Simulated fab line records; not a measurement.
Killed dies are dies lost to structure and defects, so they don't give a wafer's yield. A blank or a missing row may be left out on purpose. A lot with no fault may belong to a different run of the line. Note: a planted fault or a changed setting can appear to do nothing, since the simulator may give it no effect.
Lot-split experiment / flow n5Finfet / 39 wafers read across 7 lots, on a route 1938 steps long

== ON THE SPLIT ==
At N5_BEOL_M3_ILD_DEP_00 (deposits SiOC from DEMS/O2, target thk 79 nm, time 15.3 s), the setting timeS was moved away from the recipe's 15.3 s on 9 of the 39 wafers read, by -56.2% to +44.3%. All remaining wafers had this setting at the recipe value.

Between the split and the reading, the file records no step.

== THE READING ==
M3_ILD_THK (nm), taken at N5_BEOL_M3_THK_MEAS_01. Fault-free wafers of this fab line usually give 78.8 nm, standard deviation 1 nm.

wafer=L077.1; tool, chamber at the split=pecvd-02, 1; timeS as run, s=12.67; against the recipe=-17.2%; M3_ILD_THK, nm=65.8; against lot-mates on the recipe=-14.6
wafer=L077.2; tool, chamber at the split=pecvd-02, 2; timeS as run, s=12.67; against the recipe=-17.2%; M3_ILD_THK, nm=66.6; against lot-mates on the recipe=-13.8
wafer=L077.3; tool, chamber at the split=pecvd-02, 0; timeS as run, s=15.3; against the recipe=recipe; M3_ILD_THK, nm=79.7; against lot-mates on the recipe=-
wafer=L077.4; tool, chamber at the split=pecvd-02, 0; timeS as run, s=12.67; against the recipe=-17.2%; M3_ILD_THK, nm=66.9; against lot-mates on the recipe=-13.5
wafer=L077.5; tool, chamber at the split=pecvd-02, 1; timeS as run, s=15.3; against the recipe=recipe; M3_ILD_THK, nm=81.1; against lot-mates on the recipe=-
wafer=L077.6; tool, chamber at the split=pecvd-02, 2; timeS as run, s=15.3; against the recipe=recipe; M3_ILD_THK, nm=80.5; against lot-mates on the recipe=-
wafer=L085.1; tool, chamber at the split=pecvd-04, 0; timeS as run, s=15.3; against the recipe=recipe; M3_ILD_THK, nm=77.9; against lot-mates on the recipe=-
wafer=L085.2; tool, chamber at the split=pecvd-04, 1; timeS as run, s=15.3; against the recipe=recipe; M3_ILD_THK, nm=78.0; against lot-mates on the recipe=-
wafer=L085.3; tool, chamber at the split=pecvd-04, 2,0; timeS as run, s=15.3; against the recipe=recipe; M3_ILD_THK, nm=77.5; against lot-mates on the recipe=-
wafer=L085.4; tool, chamber at the split=pecvd-04, 2,0; timeS as run, s=15.3; against the recipe=recipe; M3_ILD_THK, nm=77.5; against lot-mates on the recipe=-
wafer=L085.5; tool, chamber at the split=pecvd-04, 1; timeS as run, s=15.3; against the recipe=recipe; M3_ILD_THK, nm=81.4; against lot-mates on the recipe=-
wafer=L085.6; tool, chamber at the split=pecvd-04, 2; timeS as run, s=15.3; against the recipe=recipe; M3_ILD_THK, nm=78.9; against lot-mates on the recipe=-
wafer=L089.1; tool, chamber at the split=pecvd-02, 1; timeS as run, s=15.3; against the recipe=recipe; M3_ILD_THK, nm=79.1; against lot-mates on the recipe=-
wafer=L089.2; tool, chamber at the split=pecvd-02, 0,2; timeS as run, s=15.3; against the recipe=recipe; M3_ILD_THK, nm=77.6; against lot-mates on the recipe=-
wafer=L089.3; tool, chamber at the split=pecvd-02, 0,2; timeS as run, s=15.3; against the recipe=recipe; M3_ILD_THK, nm=77.6; against lot-mates on the recipe=-
wafer=L089.4; tool, chamber at the split=pecvd-02, 0; timeS as run, s=15.3; against the recipe=recipe; M3_ILD_THK, nm=78.1; against lot-mates on the recipe=-
wafer=L089.5; tool, chamber at the split=pecvd-02, 1; timeS as run, s=15.3; against the recipe=recipe; M3_ILD_THK, nm=80.3; against lot-mates on the recipe=-
wafer=L089.6; tool, chamber at the split=pecvd-02, 2; timeS as run, s=15.3; against the recipe=recipe; M3_ILD_THK, nm=79.9; against lot-mates on the recipe=-
wafer=L091.1; tool, chamber at the split=pecvd-04, 1; timeS as run, s=15.3; against the recipe=recipe; M3_ILD_THK, nm=79.5; against lot-mates on the recipe=-
wafer=L091.2; tool, chamber at the split=pecvd-04, 0; timeS as run, s=15.3; against the recipe=recipe; M3_ILD_THK, nm=78.1; against lot-mates on the recipe=-
wafer=L091.3; tool, chamber at the split=pecvd-04, 2; timeS as run, s=15.3; against the recipe=recipe; M3_ILD_THK, nm=77.8; against lot-mates on the recipe=-
wafer=L092.1; tool, chamber at the split=pecvd-01, 1; timeS as run, s=15.3; against the recipe=recipe; M3_ILD_THK, nm=77.7; against lot-mates on the recipe=-
wafer=L092.2; tool, chamber at the split=pecvd-01, 0; timeS as run, s=6.705; against the recipe=-56.2%; M3_ILD_THK, nm=35.7; against lot-mates on the recipe=-43.1
wafer=L092.3; tool, chamber at the split=pecvd-01, 2; timeS as run, s=15.3; against the recipe=recipe; M3_ILD_THK, nm=78.5; against lot-mates on the recipe=-
wafer=L092.4; tool, chamber at the split=pecvd-01, 1; timeS as run, s=6.705; against the recipe=-56.2%; M3_ILD_THK, nm=35.0; against lot-mates on the recipe=-43.8
wafer=L092.5; tool, chamber at the split=pecvd-01, 0; timeS as run, s=15.3; against the recipe=recipe; M3_ILD_THK, nm=80.1; against lot-mates on the recipe=-
wafer=L092.6; tool, chamber at the split=pecvd-01, 2; timeS as run, s=6.705; against the recipe=-56.2%; M3_ILD_THK, nm=35.5; against lot-mates on the recipe=-43.3
wafer=L094.1; tool, chamber at the split=pecvd-04, 2; timeS as run, s=22.08; against the recipe=+44.3%; M3_ILD_THK, nm=112.0; against lot-mates on the recipe=+33.2
wafer=L094.2; tool, chamber at the split=pecvd-04, 1; timeS as run, s=22.08; against the recipe=+44.3%; M3_ILD_THK, nm=113.4; against lot-mates on the recipe=+34.6
wafer=L094.3; tool, chamber at the split=pecvd-04, 0; timeS as run, s=15.3; against the recipe=recipe; M3_ILD_THK, nm=78.1; against lot-mates on the recipe=-
wafer=L094.4; tool, chamber at the split=pecvd-04, 2; timeS as run, s=15.3; against the recipe=recipe; M3_ILD_THK, nm=79.1; against lot-mates on the recipe=-
wafer=L094.5; tool, chamber at the split=pecvd-04, 1; timeS as run, s=22.08; against the recipe=+44.3%; M3_ILD_THK, nm=115.2; against lot-mates on the recipe=+36.4
wafer=L094.6; tool, chamber at the split=pecvd-04, 0; timeS as run, s=15.3; against the recipe=recipe; M3_ILD_THK, nm=79.1; against lot-mates on the recipe=-
wafer=L097.1; tool, chamber at the split=pecvd-02, 0; timeS as run, s=15.3; against the recipe=recipe; M3_ILD_THK, nm=77.9; against lot-mates on the recipe=-
wafer=L097.2; tool, chamber at the split=pecvd-02, 2,0,1; timeS as run, s=15.3; against the recipe=recipe; M3_ILD_THK, nm=78.7; against lot-mates on the recipe=-
wafer=L097.3; tool, chamber at the split=pecvd-02, 1; timeS as run, s=15.3; against the recipe=recipe; M3_ILD_THK, nm=78.0; against lot-mates on the recipe=-
wafer=L097.4; tool, chamber at the split=pecvd-02, 2,0,1; timeS as run, s=15.3; against the recipe=recipe; M3_ILD_THK, nm=78.7; against lot-mates on the recipe=-
wafer=L097.5; tool, chamber at the split=pecvd-02, 2; timeS as run, s=15.3; against the recipe=recipe; M3_ILD_THK, nm=78.5; against lot-mates on the recipe=-
wafer=L097.6; tool, chamber at the split=pecvd-02, 2,0,1; timeS as run, s=15.3; against the recipe=recipe; M3_ILD_THK, nm=78.9; against lot-mates on the recipe=-
Where a row lists several chambers, the file gives one row for several wafers and doesn't say which wafer went through which chamber.

THE FIT
A straight line over all 39 wafers: M3_ILD_THK changes by +0.774 nm for each +1% of timeS; r = +1.00; the points scatter about the line by 1.1 nm.
The same after taking each lot's own level away (the mean of its wafers on the recipe; 39 wafers): +0.779 nm for each +1%; r = +1.00; scatter 0.94 nm.
The reading moves by 44 nm for the largest change in timeS, on that fit.
The lots' own levels span 78.45 to 80.43 nm, that is 2.0 times the standard deviation above.
So the lot-to-lot level changes the slope little: the two slopes agree.
Check: for one of the wafers moved furthest among these (-56.2%), held out of the fit, the line's prediction against its lot-mates is -43.9 nm. Against them it came out at -43.1 nm.

== THE WHOLE CHAIN: every reading that the file lists as answering this split, in the file's order ==
step=N5_BEOL_M3_ILD_DEP_00; what it does=deposits SiOC from DEMS/O2, target thk 79 nm, time 15.3 s; reading=SiOC_of_BEOL_M3_ILD_DEP_00.thkNm (the simulator's own value, which no gauge read); change (the file's fit)=+0.778 nm for each +1% of the setting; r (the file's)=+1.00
step=N5_BEOL_M3_THK_MEAS_01; what it does=; reading=M3_ILD_THK; change (the file's fit)=+0.779 for each +1% of the setting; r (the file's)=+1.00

== FILE'S OWN FIT ==
M3_ILD_THK changes by +0.779 nm for each +1% of timeS, r = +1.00.
